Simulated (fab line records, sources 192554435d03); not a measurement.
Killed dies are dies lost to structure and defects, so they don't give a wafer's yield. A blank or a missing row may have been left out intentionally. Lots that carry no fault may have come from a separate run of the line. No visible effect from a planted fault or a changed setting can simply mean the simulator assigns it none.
One fault seen from 2 desks -- flow n5Finfet -- numbers are kept per desk, each desk with only its own; the story behind them comes last

== AT THE METROLOGY DESK ==
Lot by lot, what the gauges showed, no matter which tool ran the lot: averages of those sampled wafers that carry a number. The brackets show how far a lot's mean lies from the usual mean; more than 4 standard deviations puts the lot out of limits, marked OUT. It has 10 readings; the 7 that lie furthest out on some lot are the ones shown.
Columns: A = DIBL_P at N5_BEOL_M4_RC_MEAS_101, usual 36.6 mV/V; B = IOFF_N at N5_BEOL_M4_RC_MEAS_101, usual 0.160 nA/um; C = IOFF_P at N5_BEOL_M4_RC_MEAS_101, usual 0.217 nA/um; D = ION_N at N5_BEOL_M4_RC_MEAS_101, usual 674 uA/um; E = ION_P at N5_BEOL_M4_RC_MEAS_101, usual 464 uA/um; F = VT_N at N5_BEOL_M4_RC_MEAS_101, usual 250.0 mV; G = VT_P at N5_BEOL_M4_RC_MEAS_101, usual -250 mV
lot,first seen here,A,B,C,D,E,F,G
L972,day 8 17:36,36.6,0.168,0.206,679,463,249.8,-250
L974,day 9 03:20,37.5,0.186,0.260,688,478,246.4,-246
L975,day 9 18:49,38.0,0.185,0.225,686,461,249.4,-251
L976,day 9 20:58,36.8,0.165,0.241,674,471,248.3,-246
L983,day 11 17:27,37.1,0.154,0.198,672,456,250.9,-254
L986,day 11 23:09,35.6,0.134,0.167,668,451,253.7,-256
L987,day 12 06:28,35.1,0.122,0.179,661,459,254.0,-253
L988,day 12 14:25,38.2,0.162,0.217,669,461,250.2,-252
L989,day 13 00:58,37.1,0.153,0.212,671,463,252.0,-251
L992,day 13 13:08,38.6,0.169,0.215,680,458,249.5,-249
Result from this desk: across the 10 lots, nothing is out of limits.

== DESK OF THE TOOL OWNER: rieDiel-02 ==
The tool's own readings at N5_FIN_SAQP_ETCH_57 (etches SiNx in CH3F/O2, target depth 32.5 nm, time 46.4 s): means of the sampled wafers that have a number, for each lot that ran on this tool. The brackets show how far a lot's mean lies from the usual mean; more than 4 standard deviations puts the lot out of limits, marked OUT. Of its 9 readings 7 are shown: the one that was out of limits first, and those that lie furthest out on some lot.
Columns: A = drypumpMotorCurrentA at N5_FIN_SAQP_ETCH_57, usual 5.7 A; B = etchRfOnTimeS at N5_FIN_SAQP_ETCH_57, usual 46.2 s; C = oes_ar_750_au at N5_FIN_SAQP_ETCH_57, usual 0.78 a.u.; D = oes_f_703_au at N5_FIN_SAQP_ETCH_57, usual 0.78 a.u.; E = oesProductAu at N5_FIN_SAQP_ETCH_57, usual 0.66 a.u.; F = rfVppV at N5_FIN_SAQP_ETCH_57, usual 296.3 V; G = showerheadPlenumPTorr at N5_FIN_SAQP_ETCH_57, usual 2.02 Torr
lot,first seen here,A,B,C,D,E,F,G
L972,day 2 12:22,6.0,45.8,0.76,0.76,0.65,295.5,1.97
L974,day 3 00:19,6.0,56.6 (+14) OUT,0.73,0.73,0.56,293.5,1.98
L975,day 3 05:36,6.3,56.5 (+13) OUT,0.79,0.80,0.61,296.8,2.09
L976,day 3 12:44,5.7,57.9 (+15) OUT,0.75,0.76,0.59,296.1,1.92
L986,day 6 00:18,6.2,45.7,0.77,0.78,0.65,297.6,2.04
L988,day 6 13:00,5.8,46.9,0.71,0.71,0.60,294.2,1.95
L992,day 7 12:29,5.9,45.9,0.72,0.73,0.62,295.6,1.96
This desk's finding: out of limits on L974, L975, L976; first on L974, day 3 00:19 (etchRfOnTimeS at N5_FIN_SAQP_ETCH_57). L972, L986, L988, L992 stayed within limits.

== TAKEN TOGETHER ==
An alarm could have come from the tool owner's desk at day 3 00:19, on L974, L975, L976.
Nothing out of limits was seen by the metrology desk.
The metrology desk has L974, L975, L976 on record, within its limits.
Every lot named ran N5_FIN_SAQP_ETCH_57 on rieDiel-02.

== WHAT WAS PUT IN BY THE SIMULATOR ==
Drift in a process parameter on rieDiel-02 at N5_FIN_SAQP_ETCH_57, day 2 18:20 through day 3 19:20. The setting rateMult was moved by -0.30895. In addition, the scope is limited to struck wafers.
Shown lots that were struck: L974, L975, L976.
Hours from the fault's start to each desk's first reading out of limits: the tool owner's desk, 6.
